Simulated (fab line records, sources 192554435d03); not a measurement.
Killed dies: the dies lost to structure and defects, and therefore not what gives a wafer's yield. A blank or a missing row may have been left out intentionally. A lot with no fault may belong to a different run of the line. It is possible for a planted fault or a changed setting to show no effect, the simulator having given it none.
Split-lot experiment -- flow n5-finfet -- 21 wafers read across 7 lots, on a route 1938 steps long

ON THE SPLIT
At N5_GATE_CUT_DESCUM_18 (chemistry O2, time 7 s), the setting time-s was moved away from the recipe's 7 s on 5 of the 21 wafers read, by +9.2% to +21.8%. For the rest of the wafers, this setting stayed at what the recipe calls for.

FROM THE SPLIT ON TO THE READING: in between, the file shows 1 step
- N5_GATE_CUT_ETCH_28: etches underlayer in N2/H2, target depth 13 nm, time 10.4 s

THE READING
CAR-EUV_of_GATE_CUT_COAT_07.thk-nm (the simulator's own value, which no gauge read), in nm, at N5_GATE_CUT_ETCH_36 (etches SiARC in CF4, target depth 13 nm, time 21.7 s). No usual value for it is given in the file. The 16 wafers here that ran the recipe average 7.0 nm, standard deviation 0.066 nm.

wafer,"tool, chamber at the split","time-s as run, s",against the recipe,"CAR-EUV_of_GATE_CUT_COAT_07.thk-nm, nm",against lot-mates on the recipe
L075.1,"rie-diel-04, 3,1",7,recipe,7,-
L075.2,"rie-diel-04, 3,1",7,recipe,7,-
L075.5,"rie-diel-04, 2",7,recipe,6.8,-
L076.3,"rie-diel-06, 3",7,recipe,7,-
L076.4,"rie-diel-06, 0",7,recipe,7,-
L076.6,"rie-diel-06, 3",8.442,+20.6%,6.2,-0.8
L082.1,"rie-diel-06, 2,0",8.525,+21.8%,6.2,-0.8
L082.4,"rie-diel-06, 2,0",8.525,+21.8%,6,-1.0
L082.6,"rie-diel-06, 0",7,recipe,7,-
L084.1,"rie-diel-06, 3",7,recipe,7,-
L084.3,"rie-diel-06, 0",7,recipe,7,-
L084.4,"rie-diel-06, 2",7.643,+9.2%,6.6,-0.4
L086.2,"rie-diel-06, 2",7,recipe,7,-
L086.6,"rie-diel-06, 3",7,recipe,7,-
L086.3,"rie-diel-06, 3",7.687,+9.8%,6.6,-0.4
L091.3,"rie-diel-06, 3",7,recipe,7,-
L091.4,"rie-diel-06, 1",7,recipe,7,-
L091.6,"rie-diel-06, 3",7,recipe,7,-
L096.1,"rie-diel-02, 3,0,3",7,recipe,7,-
L096.5,"rie-diel-02, 3,0,3",7,recipe,7,-
L096.4,"rie-diel-02, 3,0,3",7,recipe,6.8,-
Where a row lists several chambers, the file gives one row for several wafers and doesn't say which wafer went through which chamber.

THE FIT
A straight line over all 21 wafers: CAR-EUV_of_GATE_CUT_COAT_07.thk-nm changes by -0.0394 nm for each +1% of time-s; r = -0.98; the points scatter about the line by 0.07 nm.
The same after taking each lot's own level away (the mean of its wafers on the recipe; 21 wafers): -0.0407 nm for each +1%; r = -0.98; scatter 0.063 nm.
That fit puts the effect of the largest move of time-s on the reading at 0.89 nm.
The span of the lots' own levels, 6.93 to 7.00 nm, comes to 1.0 times the standard deviation stated above.
Consequently the slope shifts little with the lot-to-lot level, the two slopes agreeing.
Check: -0.926 nm against its lot-mates is what the line predicts for one of the wafers moved furthest among these (+21.8%) when that wafer is left out of the fit. It came out at -0.8 nm against them.

OTHER SPLITS APPLIED TO THESE WAFERS
Other splits were also applied to these wafers ahead of the reading. Each is held against what the fit with the lots' levels taken away leaves over:
other split on the same wafers,wafers away from the commonest value,r with CAR-EUV_of_GATE_CUT_COAT_07.thk-nm (lot level and that fit taken away)
N5_SDB_COAT_04 spin-rpm,8,-0.10
N5_HKMG_FIN_COAT_43 spin-rpm,7,+0.18
N5_HKMG_FIN_ETCH_54 source-w,9,-0.24

THE WHOLE CHAIN: every reading that the file lists as answering this split, in the file's order
step,what it does,reading,change (the file's fit),r (the file's)
N5_GATE_CUT_DESCUM_18,"chemistry O2, time 7 s","CAR-EUV_of_GATE_CUT_COAT_07.thk-nm (the simulator's own value, which no gauge read)",-0.0386 nm for each +1% of the setting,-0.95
N5_GATE_CUT_ETCH_28,"etches underlayer in N2/H2, target depth 13 nm, time 10.4 s","CAR-EUV_of_GATE_CUT_COAT_07.thk-nm (the simulator's own value, which no gauge read)",-0.0358 nm for each +1% of the setting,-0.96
N5_GATE_CUT_ETCH_36,"etches SiARC in CF4, target depth 13 nm, time 21.7 s","CAR-EUV_of_GATE_CUT_COAT_07.thk-nm (the simulator's own value, which no gauge read)",-0.0405 nm for each +1% of the setting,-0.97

FILE'S OWN FIT
CAR-EUV_of_GATE_CUT_COAT_07.thk-nm changes by -0.0405 nm for each +1% of time-s, r = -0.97.
